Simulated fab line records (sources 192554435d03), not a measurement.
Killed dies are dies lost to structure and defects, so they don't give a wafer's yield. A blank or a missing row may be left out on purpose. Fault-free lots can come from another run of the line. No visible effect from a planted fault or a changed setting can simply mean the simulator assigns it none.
Chamber matching	flow n5-finfet	3 sister chambers for N5_BEOL_M4_DEP_57 on pecvd-02
The step deposits SiCN from 3MS/NH3, target thk 8 nm, time 14 s. 24 wafers are shown with their chamber, then 12 later ones without.

## EACH WAFER AND ITS CHAMBER
wafer	chamber	throttle-valve-pct (%)	showerhead-plenum-p-Torr (Torr)
L076.1	0	8.8	3.671
L076.4	0	8.9	3.671
L076.6	1	8.3	3.677
L075.2	1	8.9	3.677
L075.5	0	8.6	3.671
L075.6	1	8.7	3.678
L078.3	0	8.8	3.666
L078.4	2	8.3	3.664
L078.6	1	8.8	3.676
L079.1	1	8.4	3.680
L079.4	0	8.7	3.674
L079.6	1	8.3	3.679
L081.2	2	8.0	3.667
L081.4	2	8.3	3.673
L081.6	1	8.8	3.676
L080.1	1	8.7	3.671
L080.2	0	9.0	3.679
L080.3	2	8.3	3.667
L084.1	2	8.3	3.670
L084.2	1	8.7	3.689
L084.5	2	8.4	3.661
L085.4	1	8.3	3.688
L085.5	0	8.8	3.668
L085.6	2	8.5	3.663

SIGNATURES (averages over the wafers above)
reading	chamber 0	chamber 1	chamber 2	scatter within a chamber
throttle-valve-pct	8.800	8.590	8.300	0.189
showerhead-plenum-p-Torr	3.67143	3.67910	3.66643	0.00479
Rule: a wafer lies at a distance from a chamber equal to the root of the sum of squares, over the readings, of (its reading less the chamber's mean, divided by the reading's scatter). The wafer belongs to the nearest chamber; if the next one is less than 2 further off, it can't be placed. How the scatter is found: for the shown wafers, subtract from each reading the mean of its chamber, square and add these, divide the total by (wafers less chambers), then take the root.

## WAFERS WITH NO CHAMBER GIVEN
wafer	throttle-valve-pct (%)	showerhead-plenum-p-Torr (Torr)
L090.2	9.4	3.673
L090.3	8.4	3.680
L090.5	8.8	3.667
L095.3	8.4	3.669
L095.5	8.6	3.668
L095.6	9.1	3.671
L096.2	8.6	3.672
L096.3	8.3	3.658
L096.5	9.1	3.668
L097.2	8.3	3.681
L097.4	8.6	3.658
L097.5	9.0	3.672

## WHICH CHAMBER EACH WENT THROUGH
wafer	from the rows above	in truth
L090.2	can't be placed: 0 or 1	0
L090.3	can't be placed: 1 or 0 or 2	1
L090.5	can't be placed: 0 or 2 or 1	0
L095.3	can't be placed: 2 or 0 or 1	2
L095.5	can't be placed: 0 or 2 or 1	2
L095.6	can't be placed: 0 or 1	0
L096.2	can't be placed: 0 or 1 or 2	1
L096.3	2	2
L096.5	can't be placed: 0 or 1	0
L097.2	can't be placed: 1 or 2 or 0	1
L097.4	can't be placed: 2 or 0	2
L097.5	can't be placed: 0 or 1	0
Correct placement for 1 of the 12. These rows do not allow placing 11 (true chamber among the candidates in 11). Number placed wrongly: 0.
